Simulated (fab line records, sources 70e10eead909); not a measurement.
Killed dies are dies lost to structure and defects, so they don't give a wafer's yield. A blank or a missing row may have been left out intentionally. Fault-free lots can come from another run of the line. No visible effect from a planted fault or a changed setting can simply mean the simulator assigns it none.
Chamber matching :: flow nand_harc :: NHARC_A_STAIRCASE_DESCUM_291 on rie_diel-01 has 4 sister chambers
The step chemistry O2, time 3 s. 18 wafers are shown with their chamber, then 9 later ones without.

WAFERS PAIRED WITH THEIR CHAMBERS
wafer: L077.2
chamber: 1
showerhead_plenum_p_Torr (Torr): 1.83
drypump_motor_current_A (A): 5.8
oes_product_au (a.u.): 1.001

wafer: L077.4
chamber: 2
showerhead_plenum_p_Torr (Torr): 1.97
drypump_motor_current_A (A): 5.8
oes_product_au (a.u.): 1.004

wafer: L077.6
chamber: 1
showerhead_plenum_p_Torr (Torr): 1.83
drypump_motor_current_A (A): 5.9
oes_product_au (a.u.): 0.999

wafer: L083.1
chamber: 3
showerhead_plenum_p_Torr (Torr): 2.07
drypump_motor_current_A (A): 6.8
oes_product_au (a.u.): 1.003

wafer: L083.2
chamber: 1
showerhead_plenum_p_Torr (Torr): 1.83
drypump_motor_current_A (A): 5.8
oes_product_au (a.u.): 0.995

wafer: L083.6
chamber: 0
showerhead_plenum_p_Torr (Torr): 1.85
drypump_motor_current_A (A): 5.4
oes_product_au (a.u.): 0.992

wafer: L085.1
chamber: 2
showerhead_plenum_p_Torr (Torr): 1.96
drypump_motor_current_A (A): 5.9
oes_product_au (a.u.): 1.009

wafer: L085.4
chamber: 0
showerhead_plenum_p_Torr (Torr): 1.85
drypump_motor_current_A (A): 5.4
oes_product_au (a.u.): 0.993

wafer: L085.5
chamber: 0
showerhead_plenum_p_Torr (Torr): 1.85
drypump_motor_current_A (A): 5.4
oes_product_au (a.u.): 0.993

wafer: L088.2
chamber: 1
showerhead_plenum_p_Torr (Torr): 1.82
drypump_motor_current_A (A): 5.8
oes_product_au (a.u.): 0.995

wafer: L088.4
chamber: 2
showerhead_plenum_p_Torr (Torr): 1.95
drypump_motor_current_A (A): 5.8
oes_product_au (a.u.): 1.016

wafer: L088.5
chamber: 2
showerhead_plenum_p_Torr (Torr): 1.96
drypump_motor_current_A (A): 5.8
oes_product_au (a.u.): 1.007

wafer: L089.1
chamber: 2
showerhead_plenum_p_Torr (Torr): 1.95
drypump_motor_current_A (A): 5.9
oes_product_au (a.u.): 1.012

wafer: L089.2
chamber: 1
showerhead_plenum_p_Torr (Torr): 1.82
drypump_motor_current_A (A): 5.8
oes_product_au (a.u.): 0.981

wafer: L089.6
chamber: 2
showerhead_plenum_p_Torr (Torr): 1.96
drypump_motor_current_A (A): 5.8
oes_product_au (a.u.): 1.010

wafer: L092.2
chamber: 2
showerhead_plenum_p_Torr (Torr): 1.95
drypump_motor_current_A (A): 5.9
oes_product_au (a.u.): 1.006

wafer: L092.3
chamber: 0
showerhead_plenum_p_Torr (Torr): 1.84
drypump_motor_current_A (A): 5.3
oes_product_au (a.u.): 0.996

wafer: L092.4
chamber: 1
showerhead_plenum_p_Torr (Torr): 1.82
drypump_motor_current_A (A): 5.8
oes_product_au (a.u.): 1.000

SIGNATURES, as means of the wafers listed above
reading: showerhead_plenum_p_Torr
chamber 0: 1.8475
chamber 1: 1.8250
chamber 2: 1.9571
chamber 3: 2.0700
scatter within a chamber: 0.00637

reading: drypump_motor_current_A
chamber 0: 5.375
chamber 1: 5.817
chamber 2: 5.843
chamber 3: 6.800
scatter within a chamber: 0.0485

reading: oes_product_au
chamber 0: 0.99350
chamber 1: 0.99517
chamber 2: 1.00914
chamber 3: 1.00300
scatter within a chamber: 0.0052
Rule: a wafer's distance from a chamber is the root of the sum, over the readings, of the square of ((its reading less the chamber's mean) divided by the reading's scatter). If the next closest chamber is less than 2 further off than the closest, the wafer can't be placed; otherwise it belongs to the closest. The scatter: take each reading less its chamber's mean, square it, sum over the shown wafers, divide by the number of wafers less the number of chambers, and take the root.

WAFERS MISSING THEIR CHAMBER
wafer: L092.1
showerhead_plenum_p_Torr (Torr): 2.06
drypump_motor_current_A (A): 6.8
oes_product_au (a.u.): 1.004

wafer: L092.5
showerhead_plenum_p_Torr (Torr): 1.95
drypump_motor_current_A (A): 5.9
oes_product_au (a.u.): 0.998

wafer: L092.6
showerhead_plenum_p_Torr (Torr): 2.06
drypump_motor_current_A (A): 6.8
oes_product_au (a.u.): 0.994

wafer: L095.1
showerhead_plenum_p_Torr (Torr): 1.95
drypump_motor_current_A (A): 5.8
oes_product_au (a.u.): 0.995

wafer: L095.2
showerhead_plenum_p_Torr (Torr): 1.84
drypump_motor_current_A (A): 5.4
oes_product_au (a.u.): 1.000

wafer: L095.5
showerhead_plenum_p_Torr (Torr): 1.82
drypump_motor_current_A (A): 5.8
oes_product_au (a.u.): 0.999

wafer: L094.1
showerhead_plenum_p_Torr (Torr): 1.95
drypump_motor_current_A (A): 5.8
oes_product_au (a.u.): 0.995

wafer: L094.3
showerhead_plenum_p_Torr (Torr): 1.84
drypump_motor_current_A (A): 5.4
oes_product_au (a.u.): 1.000

wafer: L094.6
showerhead_plenum_p_Torr (Torr): 1.84
drypump_motor_current_A (A): 5.4
oes_product_au (a.u.): 1.012

WHICH CHAMBER EACH ONE RAN IN
wafer: L092.1
from the rows above: 3
in truth: 3

wafer: L092.5
from the rows above: 2
in truth: 2

wafer: L092.6
from the rows above: 3
in truth: 3

wafer: L095.1
from the rows above: 2
in truth: 2

wafer: L095.2
from the rows above: 0
in truth: 0

wafer: L095.5
from the rows above: 1
in truth: 1

wafer: L094.1
from the rows above: 2
in truth: 2

wafer: L094.3
from the rows above: 0
in truth: 0

wafer: L094.6
from the rows above: 0
in truth: 0
Correct placement for 9 of the 9. From these rows, 0 cannot be placed. Number placed wrongly: 0.
